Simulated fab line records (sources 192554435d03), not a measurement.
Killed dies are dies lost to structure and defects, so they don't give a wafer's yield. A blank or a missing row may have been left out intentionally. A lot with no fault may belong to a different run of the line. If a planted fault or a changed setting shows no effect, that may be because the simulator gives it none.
fab line records	flow n5-finfet
record: lots: 24	wafers: 72	last-day: 17
route steps=1938 shown BEOL_M0@743 BEOL_M1@765
lots that met no fault: taken from a fault-free run of the same line
start-h: the number of hours between the record's first day and the start of the first shown wafer of the lot	wait-h: hours from the lot's prior step to this one	" unchanged from the row above	L1.1+2: several wafers, shown together as one row	- no value present, or no start provided	* or withheld: withheld	< > ~ a bound
route shown NAME@n: names a module that has steps shown in the file, with the first one's number in the route	usual: mean/standard deviation of fault-free wafers	same: alike in all rows	chamber/n: place in a boat	sites: the reading at each site	_std_site: their standard deviation	_edge_site: the outer-site mean with the inner-site mean subtracted	radius-mm: how far each site lies from the wafer's centre	mask NAME#n: copy n	behind: the tool/chamber that last shaped the wafer	hold: why the lot was held/for how many hours/how that ended	device: transistor that didn't switch, given as n, p or np	end of line: the same wafers' tests at the end of the route	step lacking rows: just its recipe	killed: dies that structure and defects cost at the first sort, which is not the same as the wafer's yield	map: a wafer's dies, marking killed ones x, the rest . and places with no die _
set.NAME: the setting the step ran with; set.NAME@STEP: the setting that earlier step ran with	model.NAME: the simulator's own value behind a step, which no gauge read
route steps across a sampled set of lots; one table per step, one row per wafer
services: the hour from which a tool's chamber was out of use, counted from the record's first day as start-h (under 0 if before that day), plus the number of hours and why
== steps ==
step: N5_BEOL_M0_CMP_120
recipe: stop-on: SiOC	t-overpolish-s: 6.9	down-force-psi: 1	platen-rpm: 50	clearing-platen-down-force-psi: 1.5	clearing-platen-rpm: 50	post-cmp-clean: cu-alkaline	clearing-platen-pad-velocity-m-s: 0.99484	pad-velocity-m-s: 0.99484
usual: barrier-field-endpoint-s: 3.59/0.15	head-pressure-psi: 0.9997/0.0024	motor-current-A: 6.1/0.65	overpolish-run-s: 6.901/0.0092	time-to-endpoint-s: 61/3.5
lot.wafer	tool	chamber	start-h	wait-h	barrier-field-endpoint-s	head-pressure-psi	motor-current-A	overpolish-run-s	time-to-endpoint-s
L076.3	cmp-01	2	128.78	0.2	3.70	1.0029	6.4	6.893	64
L076.5	"	1	"	"	3.55	0.9993	5.3	6.906	65
L076.6	"	2	"	"	3.67	1.0018	6.5	6.922	67
L074.4	cmp-02	0	129.26	0.1	3.73	0.9966	6.2	6.916	63
L074.2	"	1	"	"	3.91	1.0010	6.3	6.908	62
L074.5	"	0	"	"	3.87	0.9997	6.3	6.894	62
L075.1	cmp-01	2	131.73	0.3	3.65	1.0004	6.2	6.898	62
L075.2	"	3	"	"	3.73	0.9999	6.3	6.911	64
L075.5	"	2	"	"	3.67	1.0008	6.3	6.873	62
L077.4	cmp-01	0	142.26	0.1	3.66	1.0010	6.9	6.904	63
L077.2	"	1	"	"	3.58	0.9977	5.9	6.905	64
L077.3	"	3	"	"	3.67	0.9993	6.5	6.907	64
L078.2	cmp-04	0	145.83	0.3	3.37	1.0015	5.6	6.906	53
L078.3	"	1	"	"	3.64	0.9946	5.3	6.903	57
L078.4	"	2	"	"	3.69	0.9982	5.9	6.905	62
L079.2	cmp-01	3	148.95	0.3	3.45	0.9977	6.6	6.898	65
L079.3	"	0	"	"	3.79	1.0001	6.6	6.906	65
L079.6	"	2	"	"	3.88	0.9992	6.2	6.914	66
L080.3	cmp-04	0	155.67	0.2	3.44	0.9955	5.6	6.895	54
L080.4	"	2	"	"	3.55	1.0013	6.1	6.905	62
L080.6	"	1	"	"	3.45	0.9988	4.9	6.919	60
L081.3	cmp-02	1	162.98	0.2	3.55	1.0024	6.2	6.905	60
L081.4	"	0	"	"	3.64	1.0017	6.1	6.924	65
L081.6	"	2	"	"	3.28	1.0001	7.1	6.905	55
L082.2	cmp-01	2	164.51	0.2	3.34	1.0057	6.8	6.899	62
L082.1	"	0	"	"	3.45	0.9996	6.9	6.887	62
L082.3	"	1	"	"	3.49	0.9974	5.7	6.901	58
L083.2	cmp-02	2	167.85	0.2	3.50	0.9994	7.2	6.904	53
L083.6	"	1	"	"	3.73	1.0029	6.4	6.893	59
L083.5	"	2	"	"	3.35	1.0004	7.2	6.898	54
L084.3	cmp-01	0	177.33	0.4	3.72	1.0003	7.2	6.885	63
L084.4	"	1	"	"	3.52	0.9964	5.7	6.900	61
L084.2	"	2	"	"	3.53	1.0000	6.4	6.905	61
L085.1	cmp-01	2	188.42	0.5	3.64	1.0007	6.8	6.911	57
L085.4	"	0	"	"	3.43	1.0006	7.1	6.892	59
L085.5	"	1	"	"	3.62	1.0012	5.7	6.890	59
L086.1	cmp-02	2	199.91	0.5	3.51	0.9974	6.8	6.906	57
L086.2	"	3	"	"	3.73	1.0015	5.1	6.905	62
L086.6	"	2	"	"	3.51	0.9984	7.1	6.905	58
L088.2	cmp-02	0	207.72	0.5	3.82	1.0003	6.1	6.879	66
L088.5	"	1	"	"	3.62	0.9963	6.3	6.905	64
L088.6	"	2	"	"	3.62	0.9960	6.9	6.908	58
L087.4	cmp-02	2	211.44	0.2	3.45	0.9986	7.0	6.893	59
L087.1	"	3	"	"	3.51	0.9984	5.1	6.907	61
L087.2	"	1	"	"	3.46	0.9989	5.8	6.895	65
L089.4	cmp-02	3	215.86	0.2	3.58	0.9965	5.1	6.892	61
L089.1	"	0	"	"	3.47	0.9979	6.1	6.895	63
L089.6	"	3	"	"	3.50	0.9990	5.0	6.907	62
L090.3	cmp-01	2	221.66	0.2	3.60	1.0048	6.2	6.902	59
L090.1	"	3	"	"	3.60	0.9999	6.6	6.900	59
L090.5	"	1	"	"	3.71	1.0014	5.8	6.890	62
L091.2	cmp-04	2	222.87	0.2	3.98	0.9998	6.0	6.911	66
L091.4	"	0	"	"	3.68	0.9993	5.3	6.901	62
L091.6	"	2	"	"	3.80	1.0063	5.7	6.893	63
L092.4	cmp-02	0	235.42	0.2	3.74	0.9993	6.0	6.914	64
L092.2	"	1	"	"	3.47	0.9935	6.3	6.895	63
L092.6	"	2	"	"	3.48	1.0018	6.7	6.898	55
L094.1	cmp-04	3	237.32	0.3	3.44	1.0034	6.8	6.887	62
L094.5	"	3	"	"	3.42	1.0032	6.5	6.919	59
L094.6	"	0	"	"	3.61	0.9924	5.2	6.917	59
L093.2	cmp-02	3	237.64	0.3	3.49	1.0015	5.1	6.910	59
L093.3	"	0	"	"	3.64	1.0014	6.3	6.905	65
L093.5	"	2	"	"	3.50	0.9980	6.7	6.920	56
L095.2	cmp-04	1	243.45	0.5	3.56	1.0004	5.2	6.886	61
L095.1	"	2	"	"	3.58	1.0031	6.1	6.905	61
L095.5	"	0	"	"	3.40	1.0012	5.3	6.903	54
L096.4	cmp-02	2	256.19	0.2	3.63	1.0002	7.2	6.900	59
L096.2	"	3	"	"	3.60	1.0013	5.2	6.919	62
L096.6	"	0	"	"	3.79	0.9980	6.3	6.901	69
L097.3	cmp-04	2	259.93	0.3	3.83	0.9967	6.0	6.901	61
L097.6	"	3	"	"	3.63	1.0026	7.3	6.895	58
L097.5	"	0	"	"	3.58	1.0003	5.1	6.905	55
step: N5_BEOL_M0_CO_CAP_123
recipe: material: Co	target-thk-a: 20	temp-c: 200	precursor: CCTBA/H2	pressure-torr: 30	time-s: 102.1
usual: chamber-pressure-Torr: 29.99/0.065	heater-power-w: 245/24
lot.wafer	tool	chamber	start-h	wait-h	chamber-pressure-Torr	heater-power-w	since-wet-clean-h
L076.3	cvd-co-01	2	129.18	0.1	30.02	209	-
L076.5	"	0	"	"	30.00	275	-
L076.6	"	2	"	"	29.98	208	-
L074.2	cvd-co-02	1	129.63	0.0	30.01	207	1108
L074.4	"	0	"	"	29.93	250	-
L074.5	"	2	"	"	30.04	234	-
L075.1	cvd-co-02	2	132.12	0.0	29.99	230	206
L075.2	"	0	"	"	29.92	248	673
L075.5	"	2	"	"	30.00	231	-
L077.2	cvd-co-02	0	142.63	0.0	30.04	263	684
L077.3	"	1	"	"	29.96	201	1121
L077.4	"	1	"	"	30.09	199	-
L078.2	cvd-co-01	0	146.16	0.0	29.91	272	906
L078.3	"	1	"	"	30.01	260	10
L078.4	"	0	"	"	29.96	262	-
L079.2	cvd-co-01	2	149.25	0.0	29.85	213	435
L079.3	"	1	"	"	30.00	265	13
L079.6	"	0	"	"	29.97	259	-
L080.3	cvd-co-02	2	156.04	0.0	29.97	230	230
L080.4	"	1	"	"	30.04	204	-
L080.6	"	2	"	"	30.04	233	-
L081.3	cvd-co-02	0	163.35	0.0	29.98	253	705
L081.4	"	0	"	"	30.03	263	-
L081.6	"	1	"	"	29.94	204	-
L082.1	cvd-co-02	0	164.88	0.0	29.95	261	706
L082.2	"	2	"	"	29.89	237	239
L082.3	"	1	"	"	30.02	201	1144
L083.2	cvd-co-01	0	168.20	0.0	30.02	259	928
L083.5	"	1	"	"	30.04	268	-
L083.6	"	0	"	"	30.05	263	-
L084.2	cvd-co-01	1	178.07	0.0	29.90	267	41
L084.3	"	0	"	"	29.96	253	-
L084.4	"	1	"	"	29.93	265	-
L085.1	cvd-co-02	0	188.75	0.0	30.06	254	730
L085.4	"	1	"	"	29.98	201	-
L085.5	"	0	"	"	29.99	244	-
L086.1	cvd-co-02	0	200.28	0.0	29.99	255	742
L086.2	"	1	"	"	30.01	209	1179
L086.6	"	0	"	"	29.90	254	-
L088.2	cvd-co-02	1	207.97	0.0	30.12	205	1187
L088.5	"	0	"	"	29.92	253	-
L088.6	"	2	"	"	29.95	236	-
L087.1	cvd-co-01	0	211.83	0.0	29.97	265	972
L087.2	"	1	"	"	30.00	257	75
L087.4	"	1	"	"	29.87	264	-
L089.1	cvd-co-01	1	216.25	0.0	29.89	265	80
L089.4	"	0	"	"	30.03	262	-
L089.6	"	0	"	"	30.12	268	-
L090.1	cvd-co-01	0	222.09	0.0	30.10	268	982
L090.3	"	0	"	"	30.12	258	-
L090.5	"	0	"	"	30.10	272	-
L091.2	cvd-co-01	0	223.27	0.0	30.09	269	983
L091.4	"	1	"	"	29.91	264	-
L091.6	"	1	"	"	30.00	265	-
L092.2	cvd-co-01	1	235.74	0.0	29.92	263	99
L092.4	"	1	"	"	30.03	260	-
L092.6	"	1	"	"	30.00	264	-
L094.1	cvd-co-01	0	237.71	0.0	29.95	262	998
L094.5	"	1	"	"	30.03	266	-
L094.6	"	0	"	"	29.92	273	-
L093.2	cvd-co-02	2	237.98	0.0	29.90	232	312
L093.3	"	0	"	"	29.99	253	779
L093.5	"	2	"	"	29.93	230	-
L095.1	cvd-co-01	0	243.76	0.0	29.89	261	1004
L095.2	"	1	"	"	30.00	270	107
L095.5	"	1	"	"	30.00	259	-
L096.2	cvd-co-02	0	256.49	0.0	29.92	248	798
L096.4	"	2	"	"	30.05	236	-
L096.6	"	1	"	"	29.98	201	-
L097.3	cvd-co-01	1	260.24	0.1	29.92	262	-
L097.5	"	1	"	"	29.91	257	-
L097.6	"	0	"	"	30.06	262	-
step: N5_BEOL_M1_OVL_MEAS_12
recipe: points-per-wafer: 522
usual: M1_OVL: -0.1/0.63
lot.wafer	tool	chamber	start-h	wait-h	M1_OVL[nm]
L076.3	overlay-01	0	130.37	0.0	-0.1
L076.5	"	0	"	"	0.9
L076.6	"	0	"	"	0.7
L074.2	overlay-01	0	130.76	0.0	0.5
L074.4	"	0	"	"	0.0
L074.5	"	0	"	"	-0.1
L075.1	overlay-01	0	133.75	0.0	0.6
L075.2	"	0	"	"	0.2
L075.5	"	0	"	"	-0.3
L077.2	overlay-02	0	145.11	0.0	0.3
L077.3	"	0	"	"	-0.6
L077.4	"	0	"	"	-0.9
L078.2	overlay-02	0	147.40	0.0	1.2
L078.3	"	0	"	"	0.4
L078.4	"	0	"	"	0.1
L079.2	overlay-02	0	151.76	0.0	0.0
L079.3	"	0	"	"	0.5
L079.6	"	0	"	"	-0.6
L080.3	overlay-02	0	158.71	0.0	-0.2
L080.4	"	0	"	"	0.7
L080.6	"	0	"	"	0.3
L081.3	overlay-01	0	165.15	0.0	-0.7
L081.4	"	0	"	"	0.3
L081.6	"	0	"	"	-0.6
L082.1	overlay-01	0	166.49	0.0	-1.3
L082.2	"	0	"	"	-0.3
L082.3	"	0	"	"	-1.1
L083.2	overlay-01	0	170.17	0.0	-0.2
L083.5	"	0	"	"	-0.3
L083.6	"	0	"	"	-0.8
L084.2	overlay-02	0	179.29	0.0	0.2
L084.3	"	0	"	"	-0.2
L084.4	"	0	"	"	-0.1
L085.1	overlay-02	0	190.86	0.0	0.7
L085.4	"	0	"	"	0.5
L085.5	"	0	"	"	-0.2
L086.1	overlay-02	0	202.86	0.0	0.7
L086.2	"	0	"	"	0.0
L086.6	"	0	"	"	-0.2
L088.2	overlay-02	0	210.48	0.0	-0.2
L088.5	"	0	"	"	0.2
L088.6	"	0	"	"	-0.6
L087.1	overlay-02	0	213.69	0.0	-0.5
L087.2	"	0	"	"	-1.7
L087.4	"	0	"	"	-0.7
L089.1	overlay-02	0	218.01	0.0	0.5
L089.4	"	0	"	"	-0.2
L089.6	"	0	"	"	-0.7
L090.1	overlay-02	0	223.21	0.0	1.1
L090.3	"	0	"	"	1.1
L090.5	"	0	"	"	0.6
L091.2	overlay-02	0	225.80	0.0	0.9
L091.4	"	0	"	"	0.0
L091.6	"	0	"	"	0.3
L092.2	overlay-02	0	236.63	0.0	0.7
L092.4	"	0	"	"	0.8
L092.6	"	0	"	"	0.4
L094.1	overlay-02	0	240.16	0.0	-2.3
L094.5	"	0	"	"	-1.0
L094.6	"	0	"	"	0.0
L093.2	overlay-02	0	240.39	0.0	-0.3
L093.3	"	0	"	"	0.4
L093.5	"	0	"	"	-0.6
L095.1	overlay-02	0	244.92	0.0	0.1
L095.2	"	0	"	"	0.9
L095.5	"	0	"	"	1.4
L096.2	overlay-02	0	257.47	0.0	-0.1
L096.4	"	0	"	"	0.7
L096.6	"	0	"	"	-0.6
L097.3	overlay-02	0	261.08	0.0	-0.3
L097.5	"	0	"	"	-0.4
L097.6	"	0	"	"	0.4
step: N5_BEOL_M1_STRIP_66
recipe: chemistry: CF4	resist: SiARC	power-w: 300	bias-power-w: 75	pressure-mtorr: 50	cf4-flow-sccm: 150	rf-frequency-hz: 6e+07
usual: bias-power-w: 75.00/0.23	drypump-motor-current-A: 5.9/0.46	oes-product-au: 0.79/0.092	rf-vpp-V: 271.3/1.2	showerhead-plenum-p-Torr: 1.81/0.047	throttle-valve-pct: 13.6/0.32
lot.wafer	tool	chamber	start-h	wait-h	bias-power-w	drypump-motor-current-A	oes-product-au	rf-hours-counter-h	rf-vpp-V	showerhead-plenum-p-Torr	throttle-valve-pct
L076.3	rie-diel-03	3	131.16	0.0	75.30	5.7	0.70	198	273.9	1.86	13.8
L076.5	"	2	"	"	74.82	6.6	0.67	-	272.5	1.83	13.9
L076.6	"	3	"	"	75.11	5.7	0.70	-	272.0	1.86	13.9
L074.2	rie-diel-02	1	131.39	0.0	74.96	6.6	0.82	77	271.3	1.82	13.4
L074.4	"	3	"	"	75.27	5.3	0.86	35	270.3	1.76	13.3
L074.5	"	0	"	"	74.75	6.2	0.70	-	271.9	1.87	13.6
L075.1	rie-diel-02	2	134.05	0.0	74.93	6.1	0.70	238	271.2	1.77	14.0
L075.2	"	3	"	"	74.62	5.3	0.85	35	270.5	1.76	13.3
L075.5	"	0	"	"	75.19	6.3	0.70	-	272.2	1.87	13.6
L077.2	rie-diel-06	3	145.41	0.0	75.22	5.4	0.90	25	273.9	1.89	13.2
L077.3	"	2	"	"	75.27	5.3	0.76	150	271.1	1.82	14.0
L077.4	"	0	"	"	75.31	6.1	0.83	-	271.0	1.82	13.7
L078.2	rie-diel-02	2	147.69	0.0	74.66	6.1	0.69	242	270.7	1.77	14.0
L078.3	"	3	"	"	75.05	5.2	0.85	39	271.4	1.76	13.4
L078.4	"	1	"	"	75.05	6.6	0.82	81	272.5	1.82	13.4
L079.2	rie-diel-03	0	152.05	0.0	74.90	6.2	0.67	249	270.0	1.74	13.5
L079.3	"	3	"	"	75.17	5.7	0.70	204	273.0	1.86	13.9
L079.6	"	3	"	"	75.28	5.7	0.70	-	273.7	1.86	13.9
L080.3	rie-diel-03	2	159.00	0.0	74.88	6.7	0.97	3	272.1	1.83	13.3
L080.4	"	2	"	"	75.00	6.6	0.96	-	270.8	1.83	13.3
L080.6	"	3	"	"	75.16	5.7	0.69	-	274.5	1.86	13.9
L081.3	rie-diel-06	2	165.44	0.0	74.79	5.3	0.76	157	272.6	1.82	14.0
L081.4	"	3	"	"	74.52	5.4	0.88	31	273.8	1.89	13.2
L081.6	"	1	"	"	74.85	5.5	0.94	-	269.9	1.77	13.3
L082.1	rie-diel-02	2	166.79	0.0	74.96	6.1	0.69	248	270.5	1.77	14.0
L082.2	"	1	"	"	74.55	6.6	0.80	87	270.3	1.82	13.4
L082.3	"	0	"	"	75.09	6.3	0.69	207	272.3	1.87	13.6
L083.2	rie-diel-03	3	170.76	0.0	75.07	5.7	0.69	213	271.2	1.86	13.9
L083.5	"	1	"	"	75.30	5.7	0.74	-	269.6	1.75	14.0
L083.6	"	3	"	"	75.07	5.7	0.69	-	271.9	1.86	13.9
L084.2	rie-diel-06	3	179.58	0.0	75.18	5.4	0.88	36	274.1	1.88	13.2
L084.3	"	0	"	"	75.17	6.1	0.81	80	272.3	1.82	13.7
L084.4	"	1	"	"	74.93	5.5	0.92	10	270.9	1.77	13.3
L085.1	rie-diel-02	0	191.16	0.0	75.22	6.3	0.68	216	272.0	1.87	13.6
L085.4	"	3	"	"	74.95	5.3	0.83	-	270.4	1.76	13.4
L085.5	"	0	"	"	75.20	6.3	0.68	-	271.3	1.87	13.6
L086.1	rie-diel-02	3	203.43	0.0	75.20	5.3	0.83	59	270.0	1.76	13.4
L086.2	"	2	"	"	75.35	6.1	0.96	2	270.8	1.77	13.4
L086.6	"	1	"	"	74.96	6.6	0.80	-	270.4	1.82	13.4
L088.2	rie-diel-03	2	210.77	0.0	75.10	6.6	0.90	21	272.0	1.83	13.3
L088.5	"	0	"	"	75.39	6.2	0.94	-	270.1	1.74	12.9
L088.6	"	3	"	"	75.28	5.7	0.68	-	271.6	1.85	13.9
L087.1	rie-diel-03	2	213.99	0.0	74.41	6.6	0.91	22	270.9	1.83	13.3
L087.2	"	3	"	"	74.78	5.7	0.69	227	272.3	1.85	13.9
L087.4	"	1	"	"	74.74	5.7	0.73	186	269.6	1.74	14.0
L089.1	rie-diel-03	0	218.32	0.0	75.02	6.2	0.93	14	269.9	1.74	12.9
L089.4	"	2	"	"	75.26	6.6	0.91	23	273.2	1.83	13.3
L089.6	"	3	"	"	74.91	5.7	0.68	-	273.7	1.85	13.9
L090.1	rie-diel-06	1	223.51	0.0	74.63	5.5	0.90	23	270.7	1.76	13.3
L090.3	"	2	"	"	74.94	5.4	0.75	175	271.4	1.82	14.1
L090.5	"	1	"	"	74.96	5.5	0.90	-	270.2	1.76	13.3
L091.2	rie-diel-03	0	226.10	0.0	75.06	6.2	0.93	17	271.4	1.73	12.9
L091.4	"	2	"	"	74.98	6.6	0.91	25	273.1	1.83	13.3
L091.6	"	0	"	"	74.77	6.2	0.93	-	270.3	1.73	12.9
L092.2	rie-diel-02	0	236.92	0.0	75.38	6.2	0.68	230	272.5	1.86	13.6
L092.4	"	2	"	"	75.27	6.2	0.92	13	270.1	1.77	13.4
L092.6	"	2	"	"	74.98	6.2	0.91	-	269.9	1.77	13.4
L094.1	rie-diel-06	2	240.88	0.0	74.90	5.3	0.74	179	270.5	1.82	14.1
L094.5	"	1	"	"	74.84	5.5	0.88	-	270.8	1.76	13.4
L094.6	"	0	"	"	75.26	6.0	0.79	-	270.7	1.81	13.8
L093.2	rie-diel-03	1	241.00	0.0	74.68	5.7	0.72	194	269.5	1.74	14.1
L093.3	"	0	"	"	75.41	6.2	0.92	20	271.6	1.73	12.9
L093.5	"	1	"	"	74.73	5.7	0.72	-	271.8	1.74	14.1
L095.1	rie-diel-03	2	245.22	0.0	74.89	6.6	0.89	31	272.5	1.82	13.3
L095.2	"	0	"	"	75.11	6.2	0.92	22	271.7	1.73	13.0
L095.5	"	2	"	"	75.35	6.6	0.89	-	271.9	1.82	13.3
L096.2	rie-diel-06	0	257.77	0.0	74.92	6.0	0.79	101	271.3	1.81	13.8
L096.4	"	3	"	"	74.82	5.4	0.85	58	273.6	1.88	13.3
L096.6	"	0	"	"	75.23	6.0	0.79	-	269.7	1.81	13.8
L097.3	rie-diel-02	0	261.37	0.0	75.06	6.3	0.68	236	271.3	1.86	13.6
L097.5	"	0	"	"	75.31	6.3	0.67	-	271.7	1.86	13.6
L097.6	"	1	"	"	75.04	6.6	0.78	-	270.8	1.81	13.5
step: N5_BEOL_M1_CD_MEAS_18
recipe: pitch-nm: 36	target-cd-nm: 18
usual: cd-nm: 18.0/0.48
lot.wafer	tool	chamber	start-h	wait-h	cd-nm
L076.3	cd-sem-01	-	131.54	0.1	18.0
L076.5	"	-	"	"	17.5
L076.6	"	-	"	"	18.0
L074.2	cd-sem-02	-	131.64	0.1	17.1
L074.4	"	-	"	"	18.9
L074.5	"	-	"	"	18.5
L075.1	cd-sem-01	-	134.27	0.0	17.5
L075.2	"	-	"	"	18.3
L075.5	"	-	"	"	18.4
L077.2	cd-sem-03	-	145.63	0.1	18.0
L077.3	"	-	"	"	18.1
L077.4	"	-	"	"	18.6
L078.2	cd-sem-02	-	148.03	0.1	17.6
L078.3	"	-	"	"	18.3
L078.4	"	-	"	"	17.5
L079.2	cd-sem-03	-	152.33	0.1	18.3
L079.3	"	-	"	"	17.8
L079.6	"	-	"	"	17.2
L080.3	cd-sem-01	-	159.25	0.1	17.8
L080.4	"	-	"	"	18.2
L080.6	"	-	"	"	17.7
L081.3	cd-sem-03	-	165.67	0.1	18.7
L081.4	"	-	"	"	17.2
L081.6	"	-	"	"	17.7
L082.1	cd-sem-03	-	167.01	0.0	16.9
L082.2	"	-	"	"	17.5
L082.3	"	-	"	"	18.3
L083.2	cd-sem-01	-	170.98	0.1	17.8
L083.5	"	-	"	"	18.7
L083.6	"	-	"	"	18.0
L084.2	cd-sem-03	-	179.81	0.1	17.0
L084.3	"	-	"	"	17.9
L084.4	"	-	"	"	17.6
L085.1	cd-sem-02	-	191.44	0.0	18.2
L085.4	"	-	"	"	18.9
L085.5	"	-	"	"	18.7
L086.1	cd-sem-02	-	203.68	0.0	18.4
L086.2	"	-	"	"	18.2
L086.6	"	-	"	"	17.8
L088.2	cd-sem-01	-	211.12	0.1	17.7
L088.5	"	-	"	"	17.9
L088.6	"	-	"	"	17.2
L087.1	cd-sem-03	-	214.21	0.0	18.4
L087.2	"	-	"	"	17.5
L087.4	"	-	"	"	18.6
L089.1	cd-sem-02	-	218.55	0.1	18.3
L089.4	"	-	"	"	18.2
L089.6	"	-	"	"	17.8
L090.1	cd-sem-02	-	223.81	0.0	17.8
L090.3	"	-	"	"	17.9
L090.5	"	-	"	"	17.8
L091.2	cd-sem-03	-	226.41	0.1	18.0
L091.4	"	-	"	"	18.4
L091.6	"	-	"	"	18.8
L092.2	cd-sem-01	-	237.16	0.1	18.3
L092.4	"	-	"	"	17.2
L092.6	"	-	"	"	17.9
L094.1	cd-sem-03	-	241.13	0.0	17.4
L094.5	"	-	"	"	17.4
L094.6	"	-	"	"	17.6
L093.2	cd-sem-03	-	241.31	0.1	17.8
L093.3	"	-	"	"	17.7
L093.5	"	-	"	"	18.0
L095.1	cd-sem-01	-	245.45	0.0	17.5
L095.2	"	-	"	"	18.8
L095.5	"	-	"	"	17.7
L096.2	cd-sem-02	-	257.99	0.1	18.7
L096.4	"	-	"	"	17.4
L096.6	"	-	"	"	18.7
L097.3	cd-sem-03	-	261.59	0.1	18.1
L097.5	"	-	"	"	17.8
L097.6	"	-	"	"	17.5
step: N5_BEOL_M1_INSPECT_30
recipe: mode: adi	inspect-instrument: brightfield
usual: raw-defect-count: 376/79
lot.wafer	tool	chamber	start-h	wait-h	raw-defect-count
L076.3	defect-inspect-02	-	132.07	0.0	323
L076.5	"	-	"	"	389
L076.6	"	-	"	"	300
L074.2	defect-inspect-01	-	132.25	0.0	303
L074.4	"	-	"	"	435
L074.5	"	-	"	"	419
L075.1	defect-inspect-02	-	134.68	0.1	493
L075.2	"	-	"	"	426
L075.5	"	-	"	"	563
L077.2	defect-inspect-02	-	146.04	0.0	311
L077.3	"	-	"	"	330
L077.4	"	-	"	"	390
L078.2	defect-inspect-02	-	148.44	0.0	274
L078.3	"	-	"	"	364
L078.4	"	-	"	"	298
L079.2	defect-inspect-01	-	152.73	0.0	376
L079.3	"	-	"	"	377
L079.6	"	-	"	"	432
L080.3	defect-inspect-01	-	159.79	0.1	520
L080.4	"	-	"	"	373
L080.6	"	-	"	"	506
L081.3	defect-inspect-02	-	166.07	0.0	321
L081.4	"	-	"	"	315
L081.6	"	-	"	"	328
L082.1	defect-inspect-01	-	167.54	0.1	360
L082.2	"	-	"	"	409
L082.3	"	-	"	"	411
L083.2	defect-inspect-02	-	171.51	0.0	316
L083.5	"	-	"	"	392
L083.6	"	-	"	"	279
L084.2	defect-inspect-01	-	180.34	0.0	395
L084.3	"	-	"	"	370
L084.4	"	-	"	"	370
L085.1	defect-inspect-01	-	191.98	0.1	343
L085.4	"	-	"	"	335
L085.5	"	-	"	"	217
L086.1	defect-inspect-01	-	204.09	0.1	498
L086.2	"	-	"	"	350
L086.6	"	-	"	"	499
L088.2	defect-inspect-02	-	211.65	0.0	368
L088.5	"	-	"	"	234
L088.6	"	-	"	"	339
L087.1	defect-inspect-02	-	214.76	0.1	232
L087.2	"	-	"	"	263
L087.4	"	-	"	"	380
L089.1	defect-inspect-01	-	219.09	0.1	425
L089.4	"	-	"	"	341
L089.6	"	-	"	"	351
L090.1	defect-inspect-01	-	224.22	0.1	394
L090.3	"	-	"	"	574
L090.5	"	-	"	"	456
L091.2	defect-inspect-02	-	226.82	0.0	398
L091.4	"	-	"	"	487
L091.6	"	-	"	"	405
L092.2	defect-inspect-02	-	237.69	0.0	311
L092.4	"	-	"	"	355
L092.6	"	-	"	"	269
L094.1	defect-inspect-02	-	241.66	0.1	379
L094.5	"	-	"	"	272
L094.6	"	-	"	"	277
L093.2	defect-inspect-01	-	241.72	0.0	298
L093.3	"	-	"	"	421
L093.5	"	-	"	"	266
L095.1	defect-inspect-02	-	245.85	0.1	398
L095.2	"	-	"	"	331
L095.5	"	-	"	"	385
L096.2	defect-inspect-01	-	258.52	0.0	424
L096.4	"	-	"	"	436
L096.6	"	-	"	"	475
L097.3	defect-inspect-01	-	262.00	0.0	326
L097.5	"	-	"	"	366
L097.6	"	-	"	"	343
== services ==
tool	chamber	start-h	hours	kind
cmp-04	-	108.73	0.6	repair
cvd-co-01	1	114.67	-	clean
cvd-co-01	1	114.67	22.0	scheduled-down
cvd-co-01	1	114.67	22.0	vent-cycle
cmp-02	-	118.29	2.6	repair
cmp-04	-	128.38	4.0	pm
cvd-co-01	0	130.80	2.9	repair
rie-diel-03	2	135.89	-	clean
rie-diel-02	-	142.37	0.3	repair
cmp-02	-	144.83	5.2	repair
cvd-co-01	2	149.45	242.0	repair
cvd-co-01	-	153.22	14.6	pm
cvd-co-02	0	170.03	4.6	repair
cvd-co-01	-	176.37	1.5	repair
cmp-04	-	177.98	8.8	pm
cmp-01	-	180.63	0.8	repair
cvd-co-01	-	187.30	0.4	repair
cmp-01	-	190.22	0.7	repair
cvd-co-02	-	201.09	1.2	repair
cvd-co-02	2	210.82	15.3	repair
cmp-01	-	232.64	7.4	pm
cmp-02	-	241.29	2.6	repair
cmp-04	-	251.09	0.8	repair
cmp-01	-	252.04	3.5	pm
== key ==
fault none
